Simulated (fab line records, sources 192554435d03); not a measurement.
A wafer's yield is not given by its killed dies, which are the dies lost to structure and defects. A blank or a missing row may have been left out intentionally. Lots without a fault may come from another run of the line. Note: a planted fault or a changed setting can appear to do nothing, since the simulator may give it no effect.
Split-lot study || flow n5_finfet || 7 lots, 21 wafers read, on a route of 1938 steps

## ON THE SPLIT
At N5_GATE_CUT_COAT_34 (time 60 s, resist thk 60 nm), the setting spin_rpm was moved away from the recipe's 1500 rpm on 9 of the 21 wafers read, by -9.7% to +6.3%. For the rest of the wafers, this setting stayed at what the recipe calls for.

## FROM THE SPLIT TO THE READING: what the file shows between them, 4 steps
- N5_GATE_CUT_COAT_35: time 60 s, resist thk 10 nm
- N5_GATE_CUT_COAT_27: time 60 s, resist thk 10 nm
- N5_GATE_CUT_ETCH_28: etches underlayer in N2/H2, target depth 13 nm, time 10.4 s
- N5_GATE_CUT_ETCH_36: etches SiARC in CF4, target depth 13 nm, time 21.7 s

## THE READING
etch.depth_nm (the simulator's own value, which no gauge read), in nm, at N5_GATE_CUT_ETCH_37 (etches SOC in N2/H2, target depth 60 nm, overetch 12 nm, time 90 s). No usual value for it is given in the file. Across the 12 wafers here that went through the recipe, the average is 60.17 nm and the standard deviation 0.15 nm.

{"wafer": "L074.3", "tool, chamber at the split": "litho_track-01, 0", "spin_rpm as run, rpm": 1500, "against the recipe": "recipe", "etch.depth_nm, nm": 60.47, "against lot-mates on the recipe": "-"}
{"wafer": "L074.4", "tool, chamber at the split": "litho_track-01, 0", "spin_rpm as run, rpm": 1500, "against the recipe": "recipe", "etch.depth_nm, nm": 60.32, "against lot-mates on the recipe": "-"}
{"wafer": "L074.6", "tool, chamber at the split": "litho_track-01, 0", "spin_rpm as run, rpm": 1410, "against the recipe": "-6.0%", "etch.depth_nm, nm": 62.08, "against lot-mates on the recipe": "+1.69"}
{"wafer": "L076.2", "tool, chamber at the split": "litho_track-01, 0", "spin_rpm as run, rpm": 1500, "against the recipe": "recipe", "etch.depth_nm, nm": 60.16, "against lot-mates on the recipe": "-"}
{"wafer": "L076.3", "tool, chamber at the split": "litho_track-01, 0", "spin_rpm as run, rpm": 1594, "against the recipe": "+6.3%", "etch.depth_nm, nm": 58.52, "against lot-mates on the recipe": -1.64}
{"wafer": "L076.6", "tool, chamber at the split": "litho_track-01, 0", "spin_rpm as run, rpm": 1594, "against the recipe": "+6.3%", "etch.depth_nm, nm": 58.21, "against lot-mates on the recipe": -1.95}
{"wafer": "L077.2", "tool, chamber at the split": "litho_track-05, 0", "spin_rpm as run, rpm": 1500, "against the recipe": "recipe", "etch.depth_nm, nm": 60.08, "against lot-mates on the recipe": "-"}
{"wafer": "L077.3", "tool, chamber at the split": "litho_track-05, 0", "spin_rpm as run, rpm": 1500, "against the recipe": "recipe", "etch.depth_nm, nm": 60.07, "against lot-mates on the recipe": "-"}
{"wafer": "L077.4", "tool, chamber at the split": "litho_track-05, 0", "spin_rpm as run, rpm": 1354, "against the recipe": "-9.7%", "etch.depth_nm, nm": 63.13, "against lot-mates on the recipe": "+3.05"}
{"wafer": "L078.1", "tool, chamber at the split": "litho_track-01, 0", "spin_rpm as run, rpm": 1564, "against the recipe": "+4.3%", "etch.depth_nm, nm": 58.93, "against lot-mates on the recipe": -1.26}
{"wafer": "L078.2", "tool, chamber at the split": "litho_track-01, 0", "spin_rpm as run, rpm": 1500, "against the recipe": "recipe", "etch.depth_nm, nm": 60.19, "against lot-mates on the recipe": "-"}
{"wafer": "L078.5", "tool, chamber at the split": "litho_track-01, 0", "spin_rpm as run, rpm": 1564, "against the recipe": "+4.3%", "etch.depth_nm, nm": 58.95, "against lot-mates on the recipe": -1.24}
{"wafer": "L079.1", "tool, chamber at the split": "litho_track-02, 0", "spin_rpm as run, rpm": 1368, "against the recipe": "-8.8%", "etch.depth_nm, nm": 62.97, "against lot-mates on the recipe": "+2.65"}
{"wafer": "L079.3", "tool, chamber at the split": "litho_track-02, 0", "spin_rpm as run, rpm": 1500, "against the recipe": "recipe", "etch.depth_nm, nm": 60.32, "against lot-mates on the recipe": "-"}
{"wafer": "L079.5", "tool, chamber at the split": "litho_track-02, 0", "spin_rpm as run, rpm": 1368, "against the recipe": "-8.8%", "etch.depth_nm, nm": 63.22, "against lot-mates on the recipe": "+2.90"}
{"wafer": "L096.1", "tool, chamber at the split": "litho_track-05, 0", "spin_rpm as run, rpm": 1500, "against the recipe": "recipe", "etch.depth_nm, nm": 60, "against lot-mates on the recipe": "-"}
{"wafer": "L096.3", "tool, chamber at the split": "litho_track-05, 0", "spin_rpm as run, rpm": 1500, "against the recipe": "recipe", "etch.depth_nm, nm": 60.03, "against lot-mates on the recipe": "-"}
{"wafer": "L096.6", "tool, chamber at the split": "litho_track-05, 0", "spin_rpm as run, rpm": 1357, "against the recipe": "-9.5%", "etch.depth_nm, nm": 63.34, "against lot-mates on the recipe": "+3.33"}
{"wafer": "L097.1", "tool, chamber at the split": "litho_track-01, 0", "spin_rpm as run, rpm": 1500, "against the recipe": "recipe", "etch.depth_nm, nm": 59.95, "against lot-mates on the recipe": "-"}
{"wafer": "L097.2", "tool, chamber at the split": "litho_track-01, 0", "spin_rpm as run, rpm": 1500, "against the recipe": "recipe", "etch.depth_nm, nm": 60.26, "against lot-mates on the recipe": "-"}
{"wafer": "L097.6", "tool, chamber at the split": "litho_track-01, 0", "spin_rpm as run, rpm": 1500, "against the recipe": "recipe", "etch.depth_nm, nm": 60.15, "against lot-mates on the recipe": "-"}

FIT RESULTS
A straight line over all 21 wafers: etch.depth_nm changes by -0.314 nm for each +1% of spin_rpm; r = -0.99; the points scatter about the line by 0.16 nm.
The same after taking each lot's own level away (the mean of its wafers on the recipe; 21 wafers): -0.311 nm for each +1%; r = -1.00; scatter 0.13 nm.
On that fit, the largest move of spin_rpm shifts the reading by 3 nm.
Across the lots, their own levels run from 60.015 to 60.395 nm, a range of 2.6 times the standard deviation given above.
The two slopes agree, so the slope changes little with the lot-to-lot level.
Check: +3.06 nm against its lot-mates is what the line predicts for one of the wafers moved furthest among these (-9.7%) when that wafer is left out of the fit. It came out at +3.05 nm against them.

## FURTHER SPLITS ON THESE WAFERS
These wafers also went through other splits before the reading. Each is held against what the fit with the lots' levels taken away leaves over:
{"other split on the same wafers": "N5_DUMMY_GATE_PECVD_30 time_s", "wafers away from the commonest value": 3, "r with etch.depth_nm (lot level and that fit taken away)": "+0.15"}
{"other split on the same wafers": "N5_SD_EPI_N_PEB_07 peb_time_s", "wafers away from the commonest value": 9, "r with etch.depth_nm (lot level and that fit taken away)": "+0.18"}
{"other split on the same wafers": "N5_SD_EPI_N_DESCUM_14 time_s", "wafers away from the commonest value": 8, "r with etch.depth_nm (lot level and that fit taken away)": -0.08}
{"other split on the same wafers": "N5_SDB_COAT_05 spin_rpm", "wafers away from the commonest value": 4, "r with etch.depth_nm (lot level and that fit taken away)": "+0.16"}
{"other split on the same wafers": "N5_HKMG_FIN_PEB_47 peb_time_s", "wafers away from the commonest value": 8, "r with etch.depth_nm (lot level and that fit taken away)": "+0.41"}
{"other split on the same wafers": "N5_HKMG_FIN_ETCH_54 source_w", "wafers away from the commonest value": 8, "r with etch.depth_nm (lot level and that fit taken away)": -0.09}

## THE WHOLE CHAIN: every reading that the file lists as answering this split, in the file's order
{"step": "N5_GATE_CUT_COAT_34", "what it does": "time 60 s, resist thk 60 nm", "reading": "SOC_of_GATE_CUT_COAT_34.thk_nm (the simulator's own value, which no gauge read)", "change (the file's fit)": "-0.318 nm for each +1% of the setting", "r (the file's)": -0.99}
{"step": "N5_GATE_CUT_ETCH_37", "what it does": "etches SOC in N2/H2, target depth 60 nm, overetch 12 nm, time 90 s", "reading": "etch.depth_nm (the simulator's own value, which no gauge read)", "change (the file's fit)": "-0.316 nm for each +1% of the setting", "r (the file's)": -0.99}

## FILE'S OWN FIT
etch.depth_nm changes by -0.316 nm for each +1% of spin_rpm, r = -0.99.
